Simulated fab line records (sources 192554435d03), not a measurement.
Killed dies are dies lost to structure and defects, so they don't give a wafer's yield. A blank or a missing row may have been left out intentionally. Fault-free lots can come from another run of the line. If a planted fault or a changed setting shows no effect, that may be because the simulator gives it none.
Matching of chambers / flow n5Finfet / N5_SDB_DESCUM_16 on rieDiel-05: 4 sister chambers
The step chemistry O2, time 7.9 s. 14 wafers are shown with their chamber, then 7 later ones without.

WAFERS WITH THEIR CHAMBER
wafer=L077.2; chamber=0; showerheadPlenumPTorr (Torr)=2.06; throttleValvePct (%)=20.39; oesProductAu (a.u.)=0.71
wafer=L077.3; chamber=2; showerheadPlenumPTorr (Torr)=2.08; throttleValvePct (%)=20.57; oesProductAu (a.u.)=0.70
wafer=L077.4; chamber=3; showerheadPlenumPTorr (Torr)=2.25; throttleValvePct (%)=20.45; oesProductAu (a.u.)=0.95
wafer=L079.4; chamber=3; showerheadPlenumPTorr (Torr)=2.25; throttleValvePct (%)=20.46; oesProductAu (a.u.)=0.92
wafer=L079.5; chamber=0; showerheadPlenumPTorr (Torr)=2.06; throttleValvePct (%)=20.40; oesProductAu (a.u.)=0.70
wafer=L079.6; chamber=3; showerheadPlenumPTorr (Torr)=2.24; throttleValvePct (%)=20.47; oesProductAu (a.u.)=0.92
wafer=L084.1; chamber=2; showerheadPlenumPTorr (Torr)=2.07; throttleValvePct (%)=20.58; oesProductAu (a.u.)=0.68
wafer=L084.5; chamber=1; showerheadPlenumPTorr (Torr)=2.08; throttleValvePct (%)=20.21; oesProductAu (a.u.)=0.74
wafer=L084.6; chamber=2; showerheadPlenumPTorr (Torr)=2.07; throttleValvePct (%)=20.58; oesProductAu (a.u.)=0.68
wafer=L088.1; chamber=1; showerheadPlenumPTorr (Torr)=2.08; throttleValvePct (%)=20.23; oesProductAu (a.u.)=0.73
wafer=L088.2; chamber=2; showerheadPlenumPTorr (Torr)=2.07; throttleValvePct (%)=20.58; oesProductAu (a.u.)=0.67
wafer=L088.3; chamber=0; showerheadPlenumPTorr (Torr)=2.05; throttleValvePct (%)=20.40; oesProductAu (a.u.)=0.69
wafer=L093.1; chamber=1; showerheadPlenumPTorr (Torr)=2.07; throttleValvePct (%)=20.24; oesProductAu (a.u.)=0.73
wafer=L093.3; chamber=0; showerheadPlenumPTorr (Torr)=2.05; throttleValvePct (%)=20.43; oesProductAu (a.u.)=0.68

SIGNATURES, as means of the wafers listed above
reading=showerheadPlenumPTorr; chamber 0=2.0550; chamber 1=2.0767; chamber 2=2.0725; chamber 3=2.2467; scatter within a chamber=0.00555
reading=throttleValvePct; chamber 0=20.4050; chamber 1=20.2267; chamber 2=20.5775; chamber 3=20.4600; scatter within a chamber=0.0128
reading=oesProductAu; chamber 0=0.6950; chamber 1=0.7333; chamber 2=0.6825; chamber 3=0.9300; scatter within a chamber=0.0128
Rule: for a wafer and a chamber, the distance is found by dividing, reading by reading, the gap between the wafer's reading and the chamber's mean by the reading's scatter, squaring, summing and taking the root. If the next closest chamber is less than 2 further off than the closest, the wafer can't be placed; otherwise it belongs to the closest. How the scatter is found: for the shown wafers, subtract from each reading the mean of its chamber, square and add these, divide the total by (wafers less chambers), then take the root.

WAFERS WITHOUT THEIR CHAMBER
wafer=L093.6; showerheadPlenumPTorr (Torr)=2.05; throttleValvePct (%)=20.43; oesProductAu (a.u.)=0.69
wafer=L094.2; showerheadPlenumPTorr (Torr)=2.05; throttleValvePct (%)=20.43; oesProductAu (a.u.)=0.69
wafer=L094.3; showerheadPlenumPTorr (Torr)=2.23; throttleValvePct (%)=20.50; oesProductAu (a.u.)=0.86
wafer=L094.6; showerheadPlenumPTorr (Torr)=2.07; throttleValvePct (%)=20.23; oesProductAu (a.u.)=0.73
wafer=L095.1; showerheadPlenumPTorr (Torr)=2.07; throttleValvePct (%)=20.33; oesProductAu (a.u.)=1.04
wafer=L095.2; showerheadPlenumPTorr (Torr)=2.23; throttleValvePct (%)=20.51; oesProductAu (a.u.)=0.86
wafer=L095.5; showerheadPlenumPTorr (Torr)=2.07; throttleValvePct (%)=20.25; oesProductAu (a.u.)=0.73

WHICH CHAMBER EACH ONE RAN IN
wafer=L093.6; from the rows above=0; in truth=0
wafer=L094.2; from the rows above=0; in truth=0
wafer=L094.3; from the rows above=3; in truth=3
wafer=L094.6; from the rows above=1; in truth=1
wafer=L095.1; from the rows above=1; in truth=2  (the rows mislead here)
wafer=L095.2; from the rows above=3; in truth=3
wafer=L095.5; from the rows above=1; in truth=1
Correct placement for 6 of the 7. Number that these rows cannot place: 0. Wrongly placed: 1.
